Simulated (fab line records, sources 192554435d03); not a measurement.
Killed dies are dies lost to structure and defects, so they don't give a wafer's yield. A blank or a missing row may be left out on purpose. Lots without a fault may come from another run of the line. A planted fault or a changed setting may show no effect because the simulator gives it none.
One fault seen from 2 desks | flow n5_finfet | each desk has only its own numbers; what lay behind them comes last

THE METROLOGY DESK
What the gauges read, lot by lot, whatever tool the lot ran on: means of the sampled wafers that have a number. A lot is out of limits, marked OUT, if its mean lies more than 4 standard deviations from the usual mean; the brackets give that distance. Of its 11 readings 7 are shown: the one that was out of limits first, and those that lie furthest out on some lot.
Columns: A = MD_CAP_THK at N5_MOL_CONTACT_COAG_THK_MEAS_29, usual 17.91 nm; B = DIBL_P at N5_BEOL_M4_RC_MEAS_101, usual 35.7 mV/V; C = IOFF_N at N5_BEOL_M4_RC_MEAS_101, usual 0.155 nA/um; D = IOFF_P at N5_BEOL_M4_RC_MEAS_101, usual 0.204 nA/um; E = ION_P at N5_BEOL_M4_RC_MEAS_101, usual 459 uA/um; F = SS_P at N5_BEOL_M4_RC_MEAS_101, usual 73.1 mV/dec; G = VT_P at N5_BEOL_M4_RC_MEAS_101, usual -251 mV
lot  | first seen here | A                       | B    | C     | D     | E   | F    | G
L373 | day 6 09:31     | 17.93                   | 36.6 | 0.175 | 0.231 | 466 | 73.6 | -247
L376 | day 7 08:00     | 17.86                   | 35.9 | 0.157 | 0.233 | 467 | 73.3 | -246
L379 | day 8 05:51     | 22.00 (+55) OUT         | 36.0 | 0.154 | 0.191 | 456 | 73.2 | -253
L380 | day 8 09:46     | 17.91                   | 36.7 | 0.151 | 0.188 | 456 | 73.4 | -252
L382 | day 8 18:04     | 25.94 (+99 or more) OUT | 33.8 | 0.142 | 0.165 | 454 | 72.8 | -256
L389 | day 10 10:01    | 17.88                   | 36.6 | 0.172 | 0.230 | 464 | 72.8 | -247
L391 | day 10 18:01    | 17.84                   | 35.0 | 0.146 | 0.183 | 456 | 72.4 | -253
This desk's finding: out of limits on L379, L382; first on L379, day 8 05:51 (MD_CAP_THK at N5_MOL_CONTACT_COAG_THK_MEAS_29). In limits: L373, L376, L380, L389, L391.

THE TOOL OWNER'S DESK: ald_sin-02
The tool's own readings at N5_GATE_CUT_SAC_CAP_01 (material SiNx, target thk 24 nm, pulse time 1 s, ald cycles 480): means of the sampled wafers that have a number, for each lot that ran on this tool. A lot is out of limits, marked OUT, if its mean lies more than 4 standard deviations from the usual mean; the brackets give that distance.
Columns: A = heater_power_w at N5_GATE_CUT_SAC_CAP_01, usual 857 W; B = precursor_pulse_height_rel at N5_GATE_CUT_SAC_CAP_01, usual 0.998
lot  | first seen here | A    | B
L373 | day 5 18:18     | 903  | 1.016
L376 | day 6 15:08     | 833  | 0.991
L379 | day 7 12:11     | 846  | 1.009
L382 | day 7 23:59     | 1002 | 1.031
This desk's finding: nothing out of limits on any of the 4 lots.

PUT TOGETHER
The metrology desk could have raised an alarm at day 8 05:51, on L379, L382.
The tool owner's desk saw nothing out of limits.
The tool owner's desk has L379, L382 on record, within its limits.
Of the lots named, all ran N5_GATE_CUT_SAC_CAP_01 on ald_sin-02.

WHAT THE SIMULATOR HAD PUT IN
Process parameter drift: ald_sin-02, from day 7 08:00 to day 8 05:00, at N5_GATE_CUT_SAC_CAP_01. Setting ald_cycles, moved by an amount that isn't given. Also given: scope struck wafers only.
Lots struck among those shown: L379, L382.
Hours from the fault's start to each desk's first reading out of limits: the metrology desk, 22.
